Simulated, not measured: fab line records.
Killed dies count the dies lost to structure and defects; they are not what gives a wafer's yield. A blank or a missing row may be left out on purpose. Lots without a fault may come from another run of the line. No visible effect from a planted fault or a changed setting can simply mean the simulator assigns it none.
Matching of chambers -- flow nand_harc -- NHARC_A_WL_FILL_ALD_19 on ald_metal-02: 4 sister chambers
The step deposits TiN, target thk 2 nm, pulse time 3 s, ald cycles 100. 4 wafers are shown with their chamber, then 7 later ones without.

WAFERS PAIRED WITH THEIR CHAMBERS
wafer,chamber,heater_power_w (W)
L082.1,0,966
L080.6,2,1321
L085.3,1,1309
L085.5,3,1045

WAFERS WHOSE CHAMBER IS MISSING
wafer,heater_power_w (W)
L085.6,1304
L092.1,1336
L092.5,1308
L092.6,1306
L097.2,1362
L097.3,1309
L097.4,987

WHICH CHAMBER EACH WENT THROUGH
wafer,from the rows above,in truth
L085.6,can't be placed: 1 or 2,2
L092.1,can't be placed: 2 or 1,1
L092.5,can't be placed: 1 or 2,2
L092.6,can't be placed: 1 or 2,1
L097.2,can't be placed: 2 or 1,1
L097.3,can't be placed: 1 or 2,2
L097.4,0,0
Correct placement for 1 of the 7. Unplaceable from these rows: 6, with the true chamber sitting among the candidates in 6. Number placed wrongly: 0.
How it was worked out, from the rows above alone: a wafer's distance from a chamber is the root of the sum, over the readings, of the square of ((its reading less the chamber's mean) divided by the reading's scatter). The wafer belongs to the nearest chamber; if the next one is less than 2 further off, it can't be placed. For every chamber, the mean is computed from those of its wafers that are shown. The scatter (one wafer shown for each chamber): square how far every hidden wafer sits from the nearest shown wafer, average those squares and take the square root.
